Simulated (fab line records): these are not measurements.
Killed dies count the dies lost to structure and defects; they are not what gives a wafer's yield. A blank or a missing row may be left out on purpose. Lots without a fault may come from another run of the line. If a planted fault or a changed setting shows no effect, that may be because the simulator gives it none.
One fault seen from 2 desks | flow n5-finfet | numbers are kept per desk, each desk with only its own; the story behind them comes last

== DESK OF THE TOOL OWNER: rie-diel-05 ==
The tool's own readings at N5_BEOL_M6_TRENCH_ETCH_37 (etches SiCOH lowk in C4F6/O2, target depth 94.435 nm, time 31.5 s): means of the sampled wafers that have a number, for each lot that ran on this tool. Any lot whose mean is over 4 standard deviations away from the usual mean is out of limits and marked OUT; that distance is given in the brackets.
Columns: A = bias-w at N5_BEOL_M6_TRENCH_ETCH_37, usual 185.1 W; B = drypump-motor-current-A at N5_BEOL_M6_TRENCH_ETCH_37, usual 5.7 A; C = oes-product-au at N5_BEOL_M6_TRENCH_ETCH_37, usual 0.80 a.u.; D = rf-vpp-V at N5_BEOL_M6_TRENCH_ETCH_37, usual 669 V; E = run-length-s at N5_BEOL_M6_TRENCH_ETCH_37, usual 55.1 s; F = showerhead-plenum-p-Torr at N5_BEOL_M6_TRENCH_ETCH_37, usual 2.85 Torr; G = throttle-valve-pct at N5_BEOL_M6_TRENCH_ETCH_37, usual 20.74 %
lot  | first seen here | A     | B   | C    | D   | E               | F    | G
L319 | day 11 09:32    | 185.2 | 5.7 | 0.88 | 672 | 55.3            | 2.79 | 20.66
L321 | day 12 10:19    | 185.0 | 5.7 | 0.78 | 662 | 55.3            | 2.84 | 20.76
L328 | day 14 16:43    | 185.1 | 5.2 | 0.82 | 681 | 57.8 (+8.5) OUT | 2.80 | 20.76
Finding of this desk: L328 out of limits; the first was L328 at day 14 16:43, on run-length-s at N5_BEOL_M6_TRENCH_ETCH_37. L319, L321 stayed within limits.

== METROLOGY DESK ==
What the gauges read for every lot (on any tool): the sampled wafers with a number, averaged. Any lot whose mean is over 4 standard deviations away from the usual mean is out of limits and marked OUT; that distance is given in the brackets. Readings shown: 7 out of 26 (the first out of limits, and those lying furthest out on some lot).
Columns: A = trench-depth-nm at N5_BEOL_M6_OCD_MEAS_38, usual 93.7 nm; B = M6_THK at N5_BEOL_M6_THK_MEAS_53, usual 81.5 nm; C = M6_RS at N5_BEOL_M6_RS_MEAS_57, usual 0.286 ohm/sq; D = SERP_M6 at N5_BEOL_M15_RC_MEAS_101, usual 13.9 ohm/um; E = SERP_M6_max_site at N5_BEOL_M15_RC_MEAS_101, usual 14.5 ohm/um; F = SERP_M7 at N5_BEOL_M15_RC_MEAS_101, usual 13.7 ohm/um; G = SERP_M8_max_site at N5_BEOL_M15_RC_MEAS_101, usual 14.2 ohm/um
lot  | first seen here | A                | B    | C     | D    | E    | F    | G
L319 | day 11 06:48    | 92.9             | 80.2 | 0.294 | 14.5 | 15.2 | 13.3 | 14.5
L321 | day 12 08:32    | 93.7             | 83.4 | 0.279 | 13.8 | 14.2 | 12.7 | 14.6
L330 | day 14 03:41    | 95.3             | 83.7 | 0.278 | 14.2 | 14.8 | 13.0 | 14.1
L328 | day 14 14:59    | 100.8 (+4.2) OUT | 89.5 | 0.263 | 12.2 | 12.5 | 13.4 | 15.2
L335 | day 15 06:38    | 93.5             | 82.5 | 0.279 | 13.6 | 14.2 | 13.7 | 14.2
L341 | day 17 07:14    | 92.9             | 80.0 | 0.293 | 13.9 | 14.3 | 13.1 | 14.2
Finding of this desk: L328 out of limits; the first was L328 at day 14 16:53, on trench-depth-nm at N5_BEOL_M6_OCD_MEAS_38. L319, L321, L330, L335, L341 stayed within limits.

== ALL TOGETHER ==
The tool owner's desk could have raised an alarm at day 14 16:43, on L328.
On L328, the metrology desk was in a position to raise an alarm at day 14 16:53.
All the named lots went through N5_BEOL_M6_TRENCH_ETCH_37 on rie-diel-05.

== WHAT HAD BEEN PUT IN BY THE SIMULATOR ==
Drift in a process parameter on rie-diel-05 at N5_BEOL_M6_TRENCH_ETCH_37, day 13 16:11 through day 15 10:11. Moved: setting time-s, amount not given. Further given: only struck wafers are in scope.
Lots struck among those shown: L328.
Time in hours from fault onset to the first out-of-limits reading at each desk: tool owner's desk 25, metrology desk 25.
